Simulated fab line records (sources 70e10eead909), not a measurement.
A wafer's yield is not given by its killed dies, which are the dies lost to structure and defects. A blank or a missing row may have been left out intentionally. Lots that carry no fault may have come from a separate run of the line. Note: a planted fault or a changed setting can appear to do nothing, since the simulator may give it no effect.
Which tool is to blame? / flow nandHarc / Sampling: 12 lots, 36 wafers, 5 of 1302 route steps

== WHAT THE GAUGES SHOWED, per wafer ==
NHARC_END_SORT_01. Usual: killedAtArray 63, standard deviation 18; killedAtOther 1.1, standard deviation 1.3; killedAtPeriphery 4.3, standard deviation 2.8; killedDies 68, standard deviation 18; killedOpen 3.3, standard deviation 2; killedShort 2.4, standard deviation 1.6.
lot=L906; measured=day 31 09:53; on=prober-02; killedAtArray=65 82 65; killedAtOther=3 4 2; killedAtPeriphery=1 0 3; killedDies=69 86 70; killedOpen=6 2 6; killedShort=2 7 4; flag=
lot=L908; measured=day 31 08:58; on=prober-01; killedAtArray=670 670 669; killedAtOther=1 0 1; killedAtPeriphery=6 7 7; killedDies=677 677 677; killedOpen=2 5 2; killedShort=5 2 4; flag=OFF
lot=L910; measured=day 32 01:22; on=prober-01; killedAtArray=670 665 675; killedAtOther=1 1 1; killedAtPeriphery=6 11 1; killedDies=677 677 677; killedOpen=2 2 4; killedShort=1 2 5; flag=OFF
lot=L911; measured=day 31 16:52; on=prober-02; killedAtArray=668 674 673; killedAtOther=1 0 0; killedAtPeriphery=8 3 4; killedDies=677 677 677; killedOpen=6 3 6; killedShort=2 3 1; flag=OFF

== TOOL THAT RAN EACH LOT (tool first, then ch and the chambers of the sampled wafers, then the start) ==
lot=L900; NHARC_A_STAIRCASE_ETCH_17=rieDiel-03 ch 1,3, day 16 11:15 or earlier; NHARC_A_STAIRCASE_ETCH_21=rieDiel-04 ch 1,2, day 16 11:15 or earlier; NHARC_A_STAIRCASE_TRIM_24=rieDiel-04 ch 0,2, day 16 11:15; NHARC_A_STAIRCASE_ETCH_25=rieDiel-04 ch 0,2, no start
lot=L901; NHARC_A_STAIRCASE_ETCH_17=rieDiel-10 ch 1,2, day 16 12:08 or earlier; NHARC_A_STAIRCASE_ETCH_21=rieDiel-10 ch 0,2,3, day 16 12:08 or earlier; NHARC_A_STAIRCASE_TRIM_24=rieDiel-10 ch 0,1,2, day 16 12:08; NHARC_A_STAIRCASE_ETCH_25=rieDiel-10 ch 0,3, no start
lot=L903; NHARC_A_STAIRCASE_ETCH_17=rieDiel-10 ch 0,3, day 17 01:02 or earlier; NHARC_A_STAIRCASE_ETCH_21=rieDiel-10 ch 0,2, day 17 01:02 or earlier; NHARC_A_STAIRCASE_TRIM_24=rieDiel-10 ch 0,2,3, day 17 01:02; NHARC_A_STAIRCASE_ETCH_25=rieDiel-10 ch 2,3, no start
lot=L904; NHARC_A_STAIRCASE_ETCH_17=rieDiel-04 ch 0,1,2, day 17 10:07 or earlier; NHARC_A_STAIRCASE_ETCH_21=rieDiel-04 ch 1,2,3, day 17 10:07 or earlier; NHARC_A_STAIRCASE_TRIM_24=rieDiel-04 ch 2,3, day 17 10:07; NHARC_A_STAIRCASE_ETCH_25=rieDiel-04 ch 2,3, no start
lot=L906; NHARC_A_STAIRCASE_ETCH_17=rieDiel-10 ch 1,2, day 18 04:26 or earlier; NHARC_A_STAIRCASE_ETCH_21=rieDiel-04 ch 0,1,3, day 18 04:26 or earlier; NHARC_A_STAIRCASE_TRIM_24=rieDiel-04 ch 0,1,3, day 18 04:26; NHARC_A_STAIRCASE_ETCH_25=rieDiel-04 ch 0,1,2, day 31 09:53 or earlier
lot=L908; NHARC_A_STAIRCASE_ETCH_17=rieDiel-10 ch 1,2,3, day 19 20:31 or earlier; NHARC_A_STAIRCASE_ETCH_21=rieDiel-04 ch 1,3, day 19 20:31; NHARC_A_STAIRCASE_TRIM_24=rieDiel-04 ch 1,3, day 19 20:58; NHARC_A_STAIRCASE_ETCH_25=rieDiel-04 ch 1,3, day 31 08:58 or earlier
lot=L910; NHARC_A_STAIRCASE_ETCH_17=rieDiel-10 ch 2,3, day 20 10:59 or earlier; NHARC_A_STAIRCASE_ETCH_21=rieDiel-04 ch 0,1,3, day 20 10:59 or earlier; NHARC_A_STAIRCASE_TRIM_24=rieDiel-04 ch 0,3, day 20 10:59; NHARC_A_STAIRCASE_ETCH_25=rieDiel-04 ch 0,1, day 32 01:22 or earlier
lot=L911; NHARC_A_STAIRCASE_ETCH_17=rieDiel-04 ch 0,1, day 20 03:32 or earlier; NHARC_A_STAIRCASE_ETCH_21=rieDiel-10 ch 1,2,3, day 20 03:32 or earlier; NHARC_A_STAIRCASE_TRIM_24=rieDiel-10 ch 2,3, day 20 03:32; NHARC_A_STAIRCASE_ETCH_25=rieDiel-10 ch 1,2, day 31 16:52 or earlier
lot=L917; NHARC_A_STAIRCASE_ETCH_17=rieDiel-10 ch 0,1,3, day 23 12:22 or earlier; NHARC_A_STAIRCASE_ETCH_21=rieDiel-10 ch 2,3, day 23 12:22 or earlier; NHARC_A_STAIRCASE_TRIM_24=rieDiel-10 ch 0,3, day 23 12:22; NHARC_A_STAIRCASE_ETCH_25=rieDiel-10 ch 0,1,2, no start
lot=L918; NHARC_A_STAIRCASE_ETCH_17=rieDiel-03 ch 1,3, day 24 01:53 or earlier; NHARC_A_STAIRCASE_ETCH_21=rieDiel-04 ch 1,2,3, day 24 01:53 or earlier; NHARC_A_STAIRCASE_TRIM_24=rieDiel-04 ch 0,3, day 24 01:53; NHARC_A_STAIRCASE_ETCH_25=rieDiel-04 ch 0,1, no start
lot=L921; NHARC_A_STAIRCASE_ETCH_17=rieDiel-04 ch 0,1,2, day 25 04:11 or earlier; NHARC_A_STAIRCASE_ETCH_21=rieDiel-04 ch 0,1,3, day 25 04:11 or earlier; NHARC_A_STAIRCASE_TRIM_24=rieDiel-04 ch 0,1,2, day 25 04:11; NHARC_A_STAIRCASE_ETCH_25=rieDiel-04 ch 0,1,2, no start
lot=L922; NHARC_A_STAIRCASE_ETCH_17=rieDiel-04 ch 0,1,2, day 26 01:05 or earlier; NHARC_A_STAIRCASE_ETCH_21=rieDiel-04 ch 0,1,3, day 26 01:05 or earlier; NHARC_A_STAIRCASE_TRIM_24=rieDiel-04 ch 0,1,2, day 26 01:05; NHARC_A_STAIRCASE_ETCH_25=rieDiel-04 ch 0,1,3, no start
- NHARC_A_STAIRCASE_ETCH_17: etches the open film in C4F8/O2, target depth 100 nm, time 40.5 s.
- NHARC_A_STAIRCASE_ETCH_21: etches the open film in C4F8/O2, target depth 100 nm, time 40.5 s.
- NHARC_A_STAIRCASE_TRIM_24: chemistry O2, time 211.2 s.
- NHARC_A_STAIRCASE_ETCH_25: etches the open film in C4F8/O2, target depth 100 nm, time 40.5 s.

== AS READ BY THE TOOLS THEMSELVES (means over the sampled wafers that have a number; for cases with no such wafer, the mark the record gives instead) ==
NHARC_A_STAIRCASE_ETCH_17. Usual: oesProductAu 0.945 a.u., standard deviation 0.0083; rfFwdPowerW 592 W, standard deviation 3.5; rfVppV 895 V, standard deviation 5.4.
lot=L900; tool=rieDiel-03; oesProductAu (a.u.)=0.944; rfFwdPowerW (W)=592; rfVppV (V)=903; flag=
lot=L901; tool=rieDiel-10; oesProductAu (a.u.)=0.944; rfFwdPowerW (W)=593; rfVppV (V)=900; flag=
lot=L903; tool=rieDiel-10; oesProductAu (a.u.)=0.948; rfFwdPowerW (W)=587; rfVppV (V)=897; flag=
lot=L904; tool=rieDiel-04; oesProductAu (a.u.)=0.949; rfFwdPowerW (W)=590; rfVppV (V)=894; flag=
lot=L906; tool=rieDiel-10; oesProductAu (a.u.)=0.940; rfFwdPowerW (W)=591; rfVppV (V)=900; flag=
lot=L908; tool=rieDiel-10; oesProductAu (a.u.)=0.940; rfFwdPowerW (W)=592; rfVppV (V)=897; flag=
lot=L910; tool=rieDiel-10; oesProductAu (a.u.)=0.936; rfFwdPowerW (W)=594; rfVppV (V)=893; flag=
lot=L911; tool=rieDiel-04; oesProductAu (a.u.)=0.950; rfFwdPowerW (W)=590; rfVppV (V)=894; flag=
lot=L917; tool=rieDiel-10; oesProductAu (a.u.)=0.941; rfFwdPowerW (W)=590; rfVppV (V)=898; flag=
lot=L918; tool=rieDiel-03; oesProductAu (a.u.)=0.943; rfFwdPowerW (W)=593; rfVppV (V)=903; flag=
lot=L921; tool=rieDiel-04; oesProductAu (a.u.)=0.948; rfFwdPowerW (W)=591; rfVppV (V)=891; flag=
lot=L922; tool=rieDiel-04; oesProductAu (a.u.)=0.951; rfFwdPowerW (W)=591; rfVppV (V)=892; flag=

NHARC_A_STAIRCASE_ETCH_21. Usual: oesProductAu 0.954 a.u., standard deviation 0.014; rfFwdPowerW 591 W, standard deviation 3.5; rfVppV 895 V, standard deviation 5.2.
lot=L900; tool=rieDiel-04; oesProductAu (a.u.)=0.965; rfFwdPowerW (W)=593; rfVppV (V)=893; flag=
lot=L901; tool=rieDiel-10; oesProductAu (a.u.)=0.952; rfFwdPowerW (W)=592; rfVppV (V)=894; flag=
lot=L903; tool=rieDiel-10; oesProductAu (a.u.)=0.948; rfFwdPowerW (W)=592; rfVppV (V)=893; flag=
lot=L904; tool=rieDiel-04; oesProductAu (a.u.)=0.947; rfFwdPowerW (W)=593; rfVppV (V)=892; flag=
lot=L906; tool=rieDiel-04; oesProductAu (a.u.)=0.974; rfFwdPowerW (W)=590; rfVppV (V)=892; flag=
lot=L908; tool=rieDiel-04; oesProductAu (a.u.)=0.953; rfFwdPowerW (W)=590; rfVppV (V)=892; flag=
lot=L910; tool=rieDiel-04; oesProductAu (a.u.)=0.938; rfFwdPowerW (W)=590; rfVppV (V)=892; flag=
lot=L911; tool=rieDiel-10; oesProductAu (a.u.)=0.965; rfFwdPowerW (W)=594; rfVppV (V)=897; flag=
lot=L917; tool=rieDiel-10; oesProductAu (a.u.)=0.947; rfFwdPowerW (W)=595; rfVppV (V)=892; flag=
lot=L918; tool=rieDiel-04; oesProductAu (a.u.)=0.951; rfFwdPowerW (W)=592; rfVppV (V)=890; flag=
lot=L921; tool=rieDiel-04; oesProductAu (a.u.)=0.947; rfFwdPowerW (W)=589; rfVppV (V)=891; flag=
lot=L922; tool=rieDiel-04; oesProductAu (a.u.)=0.948; rfFwdPowerW (W)=589; rfVppV (V)=891; flag=

NHARC_A_STAIRCASE_TRIM_24. Usual: chamberPressureMTorr 60.00 mTorr, standard deviation 0.056; drypumpMotorCurrentA 5.9 A, standard deviation 0.43; oesProductAu 1.003 a.u., standard deviation 0.0068; rfVppV 57.8 V, standard deviation 1; showerheadPlenumPTorr 3.49 Torr, standard deviation 0.15; throttleValvePct 17.037 %, standard deviation 0.0096.
lot=L900; tool=rieDiel-04; chamberPressureMTorr (mTorr)=60.03; drypumpMotorCurrentA (A)=5.6; oesProductAu (a.u.)=1.011; rfVppV (V)=57.7; showerheadPlenumPTorr (Torr)=3.43; throttleValvePct (%)=17.037; flag=
lot=L901; tool=rieDiel-10; chamberPressureMTorr (mTorr)=60.01; drypumpMotorCurrentA (A)=6.0; oesProductAu (a.u.)=1.001; rfVppV (V)=58.6; showerheadPlenumPTorr (Torr)=3.56; throttleValvePct (%)=17.039; flag=
lot=L903; tool=rieDiel-10; chamberPressureMTorr (mTorr)=59.94; drypumpMotorCurrentA (A)=5.9; oesProductAu (a.u.)=1.012; rfVppV (V)=57.7; showerheadPlenumPTorr (Torr)=3.50; throttleValvePct (%)=17.029; flag=
lot=L904; tool=rieDiel-04; chamberPressureMTorr (mTorr)=60.00; drypumpMotorCurrentA (A)=5.9; oesProductAu (a.u.)=1.006; rfVppV (V)=57.1; showerheadPlenumPTorr (Torr)=3.35; throttleValvePct (%)=17.038; flag=
lot=L906; tool=rieDiel-04; chamberPressureMTorr (mTorr)=60.00; drypumpMotorCurrentA (A)=5.8; oesProductAu (a.u.)=1.004; rfVppV (V)=58.0; showerheadPlenumPTorr (Torr)=3.43; throttleValvePct (%)=17.029; flag=
lot=L908; tool=rieDiel-04; chamberPressureMTorr (mTorr)=-; drypumpMotorCurrentA (A)=-; oesProductAu (a.u.)=-; rfVppV (V)=-; showerheadPlenumPTorr (Torr)=-; throttleValvePct (%)=-; flag=OFF
lot=L910; tool=rieDiel-04; chamberPressureMTorr (mTorr)=-; drypumpMotorCurrentA (A)=-; oesProductAu (a.u.)=-; rfVppV (V)=-; showerheadPlenumPTorr (Torr)=-; throttleValvePct (%)=-; flag=OFF
lot=L911; tool=rieDiel-10; chamberPressureMTorr (mTorr)=-; drypumpMotorCurrentA (A)=-; oesProductAu (a.u.)=-; rfVppV (V)=-; showerheadPlenumPTorr (Torr)=-; throttleValvePct (%)=-; flag=OFF
lot=L917; tool=rieDiel-10; chamberPressureMTorr (mTorr)=59.99; drypumpMotorCurrentA (A)=5.6; oesProductAu (a.u.)=1.004; rfVppV (V)=57.9; showerheadPlenumPTorr (Torr)=3.53; throttleValvePct (%)=17.031; flag=
lot=L918; tool=rieDiel-04; chamberPressureMTorr (mTorr)=60.01; drypumpMotorCurrentA (A)=5.6; oesProductAu (a.u.)=1.000; rfVppV (V)=57.2; showerheadPlenumPTorr (Torr)=3.34; throttleValvePct (%)=17.036; flag=
lot=L921; tool=rieDiel-04; chamberPressureMTorr (mTorr)=60.02; drypumpMotorCurrentA (A)=5.9; oesProductAu (a.u.)=1.005; rfVppV (V)=57.7; showerheadPlenumPTorr (Torr)=3.41; throttleValvePct (%)=17.030; flag=
lot=L922; tool=rieDiel-04; chamberPressureMTorr (mTorr)=60.01; drypumpMotorCurrentA (A)=5.9; oesProductAu (a.u.)=1.001; rfVppV (V)=56.7; showerheadPlenumPTorr (Torr)=3.41; throttleValvePct (%)=17.035; flag=

NHARC_A_STAIRCASE_ETCH_25. Usual: oesProductAu 0.948 a.u., standard deviation 0.011; rfFwdPowerW 591 W, standard deviation 3.7; rfVppV 895 V, standard deviation 5.5.
lot=L900; tool=rieDiel-04; oesProductAu (a.u.)=0.962; rfFwdPowerW (W)=591; rfVppV (V)=892; flag=
lot=L901; tool=rieDiel-10; oesProductAu (a.u.)=0.947; rfFwdPowerW (W)=588; rfVppV (V)=895; flag=
lot=L903; tool=rieDiel-10; oesProductAu (a.u.)=0.944; rfFwdPowerW (W)=591; rfVppV (V)=895; flag=
lot=L904; tool=rieDiel-04; oesProductAu (a.u.)=0.942; rfFwdPowerW (W)=592; rfVppV (V)=889; flag=
lot=L906; tool=rieDiel-04; oesProductAu (a.u.)=0.956; rfFwdPowerW (W)=590; rfVppV (V)=893; flag=
lot=L908; tool=rieDiel-04; oesProductAu (a.u.)=0.937; rfFwdPowerW (W)=590; rfVppV (V)=890; flag=
lot=L910; tool=rieDiel-04; oesProductAu (a.u.)=0.948; rfFwdPowerW (W)=587; rfVppV (V)=893; flag=
lot=L911; tool=rieDiel-10; oesProductAu (a.u.)=0.934; rfFwdPowerW (W)=596; rfVppV (V)=900; flag=
lot=L917; tool=rieDiel-10; oesProductAu (a.u.)=0.947; rfFwdPowerW (W)=593; rfVppV (V)=896; flag=
lot=L918; tool=rieDiel-04; oesProductAu (a.u.)=0.956; rfFwdPowerW (W)=589; rfVppV (V)=893; flag=
lot=L921; tool=rieDiel-04; oesProductAu (a.u.)=0.956; rfFwdPowerW (W)=593; rfVppV (V)=892; flag=
lot=L922; tool=rieDiel-04; oesProductAu (a.u.)=0.951; rfFwdPowerW (W)=589; rfVppV (V)=891; flag=

== THE ANSWER, worked out from the rows above alone ==
Rule: take the mean of a lot's wafers that have a number; if it is more than 3 standard deviations from the usual mean, the lot is off. A lot without any number at a reading at which 4 lots or more have one is off too. The other lots that the step has rows for count as sound. After the gauges, taken in route order, come the tools' own readings; for these a lot's mean is taken, as printed above. The first step at which some lot is off is used, and at that step the reading that is off furthest; a lot without a number counts as furthest.
Off: L908, L910, L911 (NHARC_END_SORT_01, killedDies). Neither off nor sound, because the step has no rows for them: L900, L901, L903, L904, L917, L918, L921, L922.
A tool fits if, at a process step before that reading, it ran every lot that is off, and no sound lot after the first of them. The gauges at NHARC_END_SORT_01 aren't tried: what is off there is off at NHARC_A_STAIRCASE_TRIM_24 too, on other tools, and a gauge's error can't cause that. Because NHARC_A_STAIRCASE_ETCH_17 lacks a start for some lots, the hours and order of its lots are taken from NHARC_A_STAIRCASE_TRIM_24. Because NHARC_A_STAIRCASE_ETCH_21 lacks a start for some lots, the hours and order of its lots are taken from NHARC_A_STAIRCASE_TRIM_24. Because NHARC_A_STAIRCASE_ETCH_25 lacks a start for some lots, the hours and order of its lots are taken from NHARC_END_SORT_01. None of those tried fits.

== WHAT WAS PUT IN BY THE SIMULATOR ==
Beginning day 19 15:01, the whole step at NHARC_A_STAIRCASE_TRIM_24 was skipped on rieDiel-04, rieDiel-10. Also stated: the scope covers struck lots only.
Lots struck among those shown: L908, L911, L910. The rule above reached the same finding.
